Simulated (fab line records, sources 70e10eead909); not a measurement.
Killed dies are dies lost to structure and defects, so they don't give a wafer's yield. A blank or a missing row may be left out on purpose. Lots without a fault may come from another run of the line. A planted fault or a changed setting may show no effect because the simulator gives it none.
Chamber matching | flow nand_harc | NHARC_P_M2_DEP_33 on pecvd-02: 3 sister chambers
The step deposits SiCN, target thk 30 nm. 3 wafers are shown with their chamber, then 11 later ones without.

WAFERS WITH THEIR CHAMBER
wafer  | chamber | heater_power_w (W)
L087.6 | 2       | 580
L089.5 | 0       | 493
L088.1 | 1       | 737

WAFERS WITHOUT THEIR CHAMBER
wafer  | heater_power_w (W)
L088.4 | 730
L088.5 | 537
L090.2 | 582
L090.3 | 693
L090.6 | 581
L096.2 | 454
L096.3 | 725
L096.5 | 579
L097.3 | 525
L097.5 | 526
L097.6 | 667

WHICH CHAMBER EACH WENT THROUGH
wafer  | from the rows above     | in truth
L088.4 | 1                       | 1
L088.5 | can't be placed: 2 or 0 | 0
L090.2 | 2                       | 2
L090.3 | 1                       | 1
L090.6 | 2                       | 2
L096.2 | 0                       | 0
L096.3 | 1                       | 1
L096.5 | 2                       | 2
L097.3 | can't be placed: 0 or 2 | 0
L097.5 | can't be placed: 0 or 2 | 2
L097.6 | can't be placed: 1 or 2 | 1
Placed correctly: 7 of 11. Can't be placed from these rows: 4 (the true chamber is among the candidates in 4). Placed wrongly: 0.
How it was worked out, from the rows above alone: a wafer's distance from a chamber is the root of the sum, over the readings, of the square of ((its reading less the chamber's mean) divided by the reading's scatter). The wafer belongs to the nearest chamber; if the next one is less than 2 further off, it can't be placed. A chamber's mean is the mean of its shown wafers. The scatter: with one shown wafer a chamber, the root of the mean of the squares of how far each hidden wafer lies from its nearest shown one.
